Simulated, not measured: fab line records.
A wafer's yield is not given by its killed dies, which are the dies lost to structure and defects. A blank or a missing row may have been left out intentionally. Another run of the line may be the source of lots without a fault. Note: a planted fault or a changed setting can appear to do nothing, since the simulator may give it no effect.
Matching of chambers    flow nand-harc    NHARC_P_M2_DEP_00 on pecvd-03: 3 sister chambers
The step deposits SiOC, target thk 182.5 nm. 6 wafers are shown with their chamber, then 7 later ones without.

== WAFERS PAIRED WITH THEIR CHAMBERS ==
wafer   chamber  chamber-pressure-Torr (Torr)
L346.4  2        4.987
L348.1  1        4.983
L348.2  0        5.018
L348.4  1        4.978
L362.3  0        5.000
L362.5  2        4.991

== WAFERS WHOSE CHAMBER IS MISSING ==
wafer   chamber-pressure-Torr (Torr)
L362.6  5.003
L364.1  4.992
L364.2  4.990
L364.5  4.987
L365.1  5.010
L365.2  4.988
L365.3  5.006

== WHICH CHAMBER EACH WENT THROUGH ==
wafer   from the rows above           in truth
L362.6  can't be placed: 0 or 2       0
L364.1  can't be placed: 2 or 1 or 0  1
L364.2  can't be placed: 2 or 1       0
L364.5  can't be placed: 2 or 1       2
L365.1  0                             0
L365.2  can't be placed: 2 or 1       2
L365.3  can't be placed: 0 or 2       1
1 of 7 placed correctly. Not placeable from these rows: 6 (in 4, the candidates include the true chamber). Placed wrongly: 0.
How it was worked out, from the rows above alone: a wafer's distance from a chamber is the root of the sum, over the readings, of the square of ((its reading less the chamber's mean) divided by the reading's scatter). The wafer belongs to the nearest chamber; if the next one is less than 2 further off, it can't be placed. The mean given for a chamber averages the wafers shown for that chamber. The scatter: the root of (the sum of the squares of (reading less its chamber's mean) over the shown wafers, divided by (wafers less chambers)).
